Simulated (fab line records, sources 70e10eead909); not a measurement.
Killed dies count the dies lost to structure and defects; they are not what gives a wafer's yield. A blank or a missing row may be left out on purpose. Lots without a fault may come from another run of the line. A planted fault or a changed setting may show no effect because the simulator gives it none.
Chamber matching	flow nand harc	rie diel-06 running NHARC_A_ZERO_WELL_ETCH_19: 4 sister chambers
The step etches the open film in N2/H2, target depth 80 nm, overetch 24 nm, time 87.88 s. 7 wafers are shown with their chamber, then 9 later ones without.

WAFERS PAIRED WITH THEIR CHAMBERS
wafer	chamber	drypump motor current A (A)	rf vpp V (V)
L131.6	0	6.3	426.6
L138.3	3	5.9	428.1
L138.6	3	5.9	428.5
L143.1	2	5.8	427.6
L143.3	1	5.5	427.7
L144.2	1	5.4	427.2
L144.3	2	5.8	429.3

WAFERS WHOSE CHAMBER IS MISSING
wafer	drypump motor current A (A)	rf vpp V (V)
L144.5	5.8	430.4
L146.3	5.9	428.0
L146.5	5.8	427.0
L148.2	5.9	429.1
L148.3	6.3	427.2
L148.5	5.8	428.1
L151.1	5.8	428.6
L151.2	5.9	428.9
L151.4	5.5	426.5

EACH ONE'S CHAMBER
wafer	from the rows above	in truth
L144.5	can't be placed: 2 or 3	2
L146.3	3	3
L146.5	can't be placed: 2 or 3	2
L148.2	can't be placed: 3 or 2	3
L148.3	0	0
L148.5	can't be placed: 2 or 3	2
L151.1	2	2
L151.2	can't be placed: 3 or 2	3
L151.4	1	1
Correctly placed: 4 of 9. Can't be placed from these rows: 5 (the true chamber is among the candidates in 5). Wrongly placed: 0.
How it was worked out, from the rows above alone: a wafer's distance from a chamber is the root of the sum, over the readings, of the square of ((its reading less the chamber's mean) divided by the reading's scatter). If the next closest chamber is less than 2 further off than the closest, the wafer can't be placed; otherwise it belongs to the closest. Each chamber's mean is taken over the wafers shown for it. How the scatter is found: for the shown wafers, subtract from each reading the mean of its chamber, square and add these, divide the total by (wafers less chambers), then take the root.
